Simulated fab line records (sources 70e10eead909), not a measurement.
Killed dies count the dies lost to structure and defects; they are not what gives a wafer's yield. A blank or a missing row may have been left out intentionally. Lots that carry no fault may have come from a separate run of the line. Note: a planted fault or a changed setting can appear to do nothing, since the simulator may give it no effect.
Matching of chambers || flow nand-harc || NHARC_P_GATE_DESCUM_93 on rie-diel-01 has 4 sister chambers
The step chemistry O2, time 3 s. 27 wafers are shown with their chamber, then 12 later ones without.

## WAFERS PAIRED WITH THEIR CHAMBERS
{"wafer": "L076.1", "chamber": 1, "showerhead-plenum-p-Torr (Torr)": 1.84, "drypump-motor-current-A (A)": 6.2, "oes-product-au (a.u.)": 0.995}
{"wafer": "L076.2", "chamber": 3, "showerhead-plenum-p-Torr (Torr)": 1.93, "drypump-motor-current-A (A)": 5.8, "oes-product-au (a.u.)": 0.983}
{"wafer": "L076.4", "chamber": 2, "showerhead-plenum-p-Torr (Torr)": 1.90, "drypump-motor-current-A (A)": 4.9, "oes-product-au (a.u.)": 1.008}
{"wafer": "L076.3", "chamber": 0, "showerhead-plenum-p-Torr (Torr)": 1.96, "drypump-motor-current-A (A)": 6.3, "oes-product-au (a.u.)": 1.000}
{"wafer": "L076.5", "chamber": 2, "showerhead-plenum-p-Torr (Torr)": 1.90, "drypump-motor-current-A (A)": 4.9, "oes-product-au (a.u.)": 0.999}
{"wafer": "L076.6", "chamber": 1, "showerhead-plenum-p-Torr (Torr)": 1.84, "drypump-motor-current-A (A)": 6.2, "oes-product-au (a.u.)": 0.998}
{"wafer": "L077.2", "chamber": 0, "showerhead-plenum-p-Torr (Torr)": 1.96, "drypump-motor-current-A (A)": 6.4, "oes-product-au (a.u.)": 0.994}
{"wafer": "L077.4", "chamber": 2, "showerhead-plenum-p-Torr (Torr)": 1.90, "drypump-motor-current-A (A)": 4.9, "oes-product-au (a.u.)": 1.005}
{"wafer": "L077.6", "chamber": 0, "showerhead-plenum-p-Torr (Torr)": 1.96, "drypump-motor-current-A (A)": 6.4, "oes-product-au (a.u.)": 0.984}
{"wafer": "L077.1", "chamber": 3, "showerhead-plenum-p-Torr (Torr)": 1.93, "drypump-motor-current-A (A)": 5.8, "oes-product-au (a.u.)": 0.996}
{"wafer": "L077.3", "chamber": 1, "showerhead-plenum-p-Torr (Torr)": 1.84, "drypump-motor-current-A (A)": 6.2, "oes-product-au (a.u.)": 0.988}
{"wafer": "L077.5", "chamber": 1, "showerhead-plenum-p-Torr (Torr)": 1.84, "drypump-motor-current-A (A)": 6.2, "oes-product-au (a.u.)": 1.005}
{"wafer": "L081.2", "chamber": 3, "showerhead-plenum-p-Torr (Torr)": 1.93, "drypump-motor-current-A (A)": 5.8, "oes-product-au (a.u.)": 0.994}
{"wafer": "L081.4", "chamber": 1, "showerhead-plenum-p-Torr (Torr)": 1.84, "drypump-motor-current-A (A)": 6.2, "oes-product-au (a.u.)": 0.995}
{"wafer": "L081.6", "chamber": 0, "showerhead-plenum-p-Torr (Torr)": 1.96, "drypump-motor-current-A (A)": 6.4, "oes-product-au (a.u.)": 1.003}
{"wafer": "L086.4", "chamber": 3, "showerhead-plenum-p-Torr (Torr)": 1.93, "drypump-motor-current-A (A)": 5.8, "oes-product-au (a.u.)": 0.981}
{"wafer": "L086.5", "chamber": 0, "showerhead-plenum-p-Torr (Torr)": 1.95, "drypump-motor-current-A (A)": 6.4, "oes-product-au (a.u.)": 0.988}
{"wafer": "L086.6", "chamber": 3, "showerhead-plenum-p-Torr (Torr)": 1.93, "drypump-motor-current-A (A)": 5.8, "oes-product-au (a.u.)": 0.979}
{"wafer": "L087.3", "chamber": 2, "showerhead-plenum-p-Torr (Torr)": 1.90, "drypump-motor-current-A (A)": 4.9, "oes-product-au (a.u.)": 1.013}
{"wafer": "L087.4", "chamber": 1, "showerhead-plenum-p-Torr (Torr)": 1.84, "drypump-motor-current-A (A)": 6.1, "oes-product-au (a.u.)": 1.000}
{"wafer": "L087.6", "chamber": 2, "showerhead-plenum-p-Torr (Torr)": 1.90, "drypump-motor-current-A (A)": 4.9, "oes-product-au (a.u.)": 0.997}
{"wafer": "L089.2", "chamber": 3, "showerhead-plenum-p-Torr (Torr)": 1.93, "drypump-motor-current-A (A)": 5.7, "oes-product-au (a.u.)": 0.988}
{"wafer": "L089.3", "chamber": 0, "showerhead-plenum-p-Torr (Torr)": 1.95, "drypump-motor-current-A (A)": 6.4, "oes-product-au (a.u.)": 0.987}
{"wafer": "L089.4", "chamber": 2, "showerhead-plenum-p-Torr (Torr)": 1.90, "drypump-motor-current-A (A)": 4.9, "oes-product-au (a.u.)": 1.001}
{"wafer": "L089.1", "chamber": 1, "showerhead-plenum-p-Torr (Torr)": 1.84, "drypump-motor-current-A (A)": 6.2, "oes-product-au (a.u.)": 0.993}
{"wafer": "L089.5", "chamber": 0, "showerhead-plenum-p-Torr (Torr)": 1.95, "drypump-motor-current-A (A)": 6.4, "oes-product-au (a.u.)": 0.989}
{"wafer": "L089.6", "chamber": 1, "showerhead-plenum-p-Torr (Torr)": 1.84, "drypump-motor-current-A (A)": 6.2, "oes-product-au (a.u.)": 1.007}

SIGNATURES, as means of the wafers listed above
{"reading": "showerhead-plenum-p-Torr", "chamber 0": 1.9557, "chamber 1": 1.8400, "chamber 2": 1.9000, "chamber 3": 1.9300, "scatter within a chamber": 0.00273}
{"reading": "drypump-motor-current-A", "chamber 0": 6.386, "chamber 1": 6.188, "chamber 2": 4.900, "chamber 3": 5.783, "scatter within a chamber": 0.0334}
{"reading": "oes-product-au", "chamber 0": 0.99214, "chamber 1": 0.99762, "chamber 2": 1.00383, "chamber 3": 0.98683, "scatter within a chamber": 0.00661}
Rule: for each reading, subtract the chamber's mean from the wafer's reading, divide by that reading's scatter and square the result; add these up over the readings and take the root, which gives the wafer's distance from the chamber. The wafer belongs to the nearest chamber; if the next one is less than 2 further off, it can't be placed. The scatter: take each reading less its chamber's mean, square it, sum over the shown wafers, divide by the number of wafers less the number of chambers, and take the root.

## WAFERS MISSING THEIR CHAMBER
{"wafer": "L092.3", "showerhead-plenum-p-Torr (Torr)": 1.95, "drypump-motor-current-A (A)": 6.4, "oes-product-au (a.u.)": 0.988}
{"wafer": "L092.4", "showerhead-plenum-p-Torr (Torr)": 1.93, "drypump-motor-current-A (A)": 5.8, "oes-product-au (a.u.)": 0.983}
{"wafer": "L092.5", "showerhead-plenum-p-Torr (Torr)": 1.90, "drypump-motor-current-A (A)": 4.9, "oes-product-au (a.u.)": 1.004}
{"wafer": "L093.1", "showerhead-plenum-p-Torr (Torr)": 1.93, "drypump-motor-current-A (A)": 5.8, "oes-product-au (a.u.)": 0.985}
{"wafer": "L093.5", "showerhead-plenum-p-Torr (Torr)": 1.93, "drypump-motor-current-A (A)": 5.8, "oes-product-au (a.u.)": 0.985}
{"wafer": "L093.6", "showerhead-plenum-p-Torr (Torr)": 1.89, "drypump-motor-current-A (A)": 4.9, "oes-product-au (a.u.)": 0.997}
{"wafer": "L095.1", "showerhead-plenum-p-Torr (Torr)": 1.84, "drypump-motor-current-A (A)": 6.2, "oes-product-au (a.u.)": 1.005}
{"wafer": "L095.4", "showerhead-plenum-p-Torr (Torr)": 1.93, "drypump-motor-current-A (A)": 5.8, "oes-product-au (a.u.)": 0.987}
{"wafer": "L095.5", "showerhead-plenum-p-Torr (Torr)": 1.95, "drypump-motor-current-A (A)": 6.4, "oes-product-au (a.u.)": 0.996}
{"wafer": "L096.2", "showerhead-plenum-p-Torr (Torr)": 1.84, "drypump-motor-current-A (A)": 6.2, "oes-product-au (a.u.)": 1.002}
{"wafer": "L096.4", "showerhead-plenum-p-Torr (Torr)": 1.89, "drypump-motor-current-A (A)": 4.9, "oes-product-au (a.u.)": 1.010}
{"wafer": "L096.5", "showerhead-plenum-p-Torr (Torr)": 1.84, "drypump-motor-current-A (A)": 6.2, "oes-product-au (a.u.)": 1.008}

## CHAMBER TAKEN BY EACH
{"wafer": "L092.3", "from the rows above": 0, "in truth": 0}
{"wafer": "L092.4", "from the rows above": 3, "in truth": 3}
{"wafer": "L092.5", "from the rows above": 2, "in truth": 2}
{"wafer": "L093.1", "from the rows above": 3, "in truth": 3}
{"wafer": "L093.5", "from the rows above": 3, "in truth": 3}
{"wafer": "L093.6", "from the rows above": 2, "in truth": 2}
{"wafer": "L095.1", "from the rows above": 1, "in truth": 1}
{"wafer": "L095.4", "from the rows above": 3, "in truth": 3}
{"wafer": "L095.5", "from the rows above": 0, "in truth": 0}
{"wafer": "L096.2", "from the rows above": 1, "in truth": 1}
{"wafer": "L096.4", "from the rows above": 2, "in truth": 2}
{"wafer": "L096.5", "from the rows above": 1, "in truth": 1}
Correct placement for 12 of the 12. Left unplaced by these rows: 0. Number placed wrongly: 0.
